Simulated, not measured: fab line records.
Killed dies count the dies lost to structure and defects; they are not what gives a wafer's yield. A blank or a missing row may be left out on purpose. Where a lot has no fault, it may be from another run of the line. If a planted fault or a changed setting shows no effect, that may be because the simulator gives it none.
Lot-split experiment	flow n5Finfet	21 wafers read across 7 lots, on a route 1938 steps long

== SPLIT DETAILS ==
At N5_FIN_SAQP_HM_DEP_03 (deposits SiNx from SiH4/NH3/N2, target thk 38 nm, time 33.6 s), the setting timeS was moved away from the recipe's 33.6 s on 8 of the 21 wafers read, by -7.8% to +13.5%. This setting was run at the recipe's value on the other wafers.

== FROM THE SPLIT TO THE READING: what the file shows between them, 12 steps ==
- N5_FIN_SAQP_THK_MEAS_05
- N5_FIN_SAQP_SPACER1_ALD_24: deposits SiO2, target thk 20.3 nm, pulse time 1 s, purge time 2 s (also split here: tempC)
- N5_FIN_SAQP_SPACER1_ETCHBACK_25: etches SiO2 in CHF3/O2, target depth 24.4 nm, time 12.2 s
- N5_FIN_SAQP_MANDREL1_REMOVE_56: chemistry HBr/Cl2/O2, target a-Si, stops on SiNx, bt time 10 s
- N5_FIN_SAQP_ETCH_57: etches SiNx in CH3F/O2, target depth 32.5 nm, time 46.4 s
- N5_FIN_SAQP_ETCH_65: etches SiO2 in CF4, target depth 4 nm, time 4.4 s
- N5_FIN_SAQP_MANDREL_ETCH_58: etches a-Si in HBr/Cl2, stops on SiNx, target depth 45 nm, bt time 10 s, time 27 s
- N5_FIN_SAQP_COAT_68: time 60 s, resist thk 100 nm (also split here: spinRpm)
- N5_FIN_SAQP_ETCH_69: etches SOC in N2/H2, stops on SiNx, target depth 150 nm
- N5_FIN_SAQP_ETCH_67: etches SiNx in CH3F/O2, target depth 30 nm
- N5_FIN_SAQP_MANDREL2_REMOVE_60: chemistry HBr/Cl2/O2, target a-Si, stops on SiNx, bt time 10 s
- N5_FIN_SAQP_HM_OPEN_33: chemistry CH3F/O2, target SiNx, target depth 49.4 nm, time 70.6 s

== THE READING ==
SiNx_of_FIN_SAQP_HM_DEP_03.thkNm (the simulator's own value, which no gauge read), in nm, at N5_FIN_SAQP_ETCH_34 (etches SiO2 in C4F6/O2, target depth 45 nm, time 15 s). The file gives no usual value for it. The 13 wafers here that ran the recipe average 34.4 nm, standard deviation 0.55 nm.

wafer	tool, chamber at the split	timeS as run, s	against the recipe	SiNx_of_FIN_SAQP_HM_DEP_03.thkNm, nm	against lot-mates on the recipe
L076.1	pecvd-04, 1	30.99	-7.8%	30.8	-3.8
L076.4	pecvd-04, 2	33.6	recipe	34.8	-
L076.6	pecvd-04, 0	33.6	recipe	34.4	-
L079.1	pecvd-04, 2	35.18	+4.7%	35.6	+1.0
L079.3	pecvd-04, 1	33.6	recipe	34.2	-
L079.6	pecvd-04, 2	33.6	recipe	35	-
L080.1	pecvd-04, 2	33.6	recipe	33.6	-
L080.3	pecvd-04, 1	33.6	recipe	33.4	-
L080.4	pecvd-04, 2	33.6	recipe	34.6	-
L082.2	pecvd-03, 1	33.6	recipe	34	-
L082.3	pecvd-03, 2	38.11	+13.4%	39.2	+5.2
L082.5	pecvd-03, 2	38.11	+13.4%	39.8	+5.8
L086.2	pecvd-01, 1	33.6	recipe	34	-
L086.3	pecvd-01, 0	33.6	recipe	34.4	-
L086.5	pecvd-01, 0	33.6	recipe	35	-
L089.2	pecvd-01, 0	33.6	recipe	34.4	-
L089.4	pecvd-01, 1	38.15	+13.5%	39.2	+4.3
L089.6	pecvd-01, 0	33.6	recipe	35.4	-
L090.1	pecvd-01, 0	35.9	+6.8%	37.6	no lot-mate on the recipe
L090.5	pecvd-01, 0	35.9	+6.8%	37.8	no lot-mate on the recipe
L090.6	pecvd-01, 2	35.9	+6.8%	37.4	no lot-mate on the recipe

THE FIT
A straight line over all 21 wafers: SiNx_of_FIN_SAQP_HM_DEP_03.thkNm changes by +0.395 nm for each +1% of timeS; r = +0.97; the points scatter about the line by 0.56 nm.
The same after taking each lot's own level away (the mean of its wafers on the recipe; 18 wafers): +0.39 nm for each +1%; r = +0.97; scatter 0.53 nm.
On that fit, the largest move of timeS shifts the reading by 5.3 nm.
The lots' own levels span 33.87 to 34.90 nm, that is 1.9 times the standard deviation above.
The two slopes are in agreement: the lot-to-lot level therefore moves the slope only a little.
Check: for one of the wafers moved furthest among these (+13.5%), held out of the fit, the line's prediction against its lot-mates is +5.53 nm. It came out at +4.3 nm against them.

== THE OTHER SPLITS THESE WAFERS WENT THROUGH ==
Other splits were also applied to these wafers ahead of the reading. Each is held against what the fit with the lots' levels taken away leaves over:
other split on the same wafers	wafers away from the commonest value	r with SiNx_of_FIN_SAQP_HM_DEP_03.thkNm (lot level and that fit taken away)
N5_WELL_APT_PEB_23 pebTimeS	8	+0.12
N5_WELL_APT_DEVELOP_24 developTimeS	7	-0.03
N5_FIN_SAQP_ALD_61 aldCycles	8	+0.13
N5_FIN_SAQP_SPACER1_ALD_24 tempC	6	-0.33
N5_FIN_SAQP_COAT_68 spinRpm	7	+0.06

== THE WHOLE CHAIN: every reading that the file lists as answering this split, in the file's order ==
step	what it does	reading	change (the file's fit)	r (the file's)
N5_FIN_SAQP_HM_DEP_03	deposits SiNx from SiH4/NH3/N2, target thk 38 nm, time 33.6 s	SiNx_of_FIN_SAQP_HM_DEP_03.thkNm (the simulator's own value, which no gauge read)	+0.39 nm for each +1% of the setting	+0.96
N5_FIN_SAQP_THK_MEAS_05		thkNm	withheld for each +1% of the setting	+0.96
N5_FIN_SAQP_MANDREL_ETCH_58	etches a-Si in HBr/Cl2, stops on SiNx, target depth 45 nm, bt time 10 s, time 27 s	SiNx_of_FIN_SAQP_HM_DEP_03.thkNm (the simulator's own value, which no gauge read)	+0.381 nm for each +1% of the setting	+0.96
N5_FIN_SAQP_HM_OPEN_33	chemistry CH3F/O2, target SiNx, target depth 49.4 nm, time 70.6 s	etch.depthNm (the simulator's own value, which no gauge read)	+0.382 nm for each +1% of the setting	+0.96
N5_FIN_SAQP_ETCH_34	etches SiO2 in C4F6/O2, target depth 45 nm, time 15 s	SiNx_of_FIN_SAQP_HM_DEP_03.thkNm (the simulator's own value, which no gauge read)	+0.373 nm for each +1% of the setting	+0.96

== FILE'S OWN FIT ==
SiNx_of_FIN_SAQP_HM_DEP_03.thkNm changes by +0.373 nm for each +1% of timeS, r = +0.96.
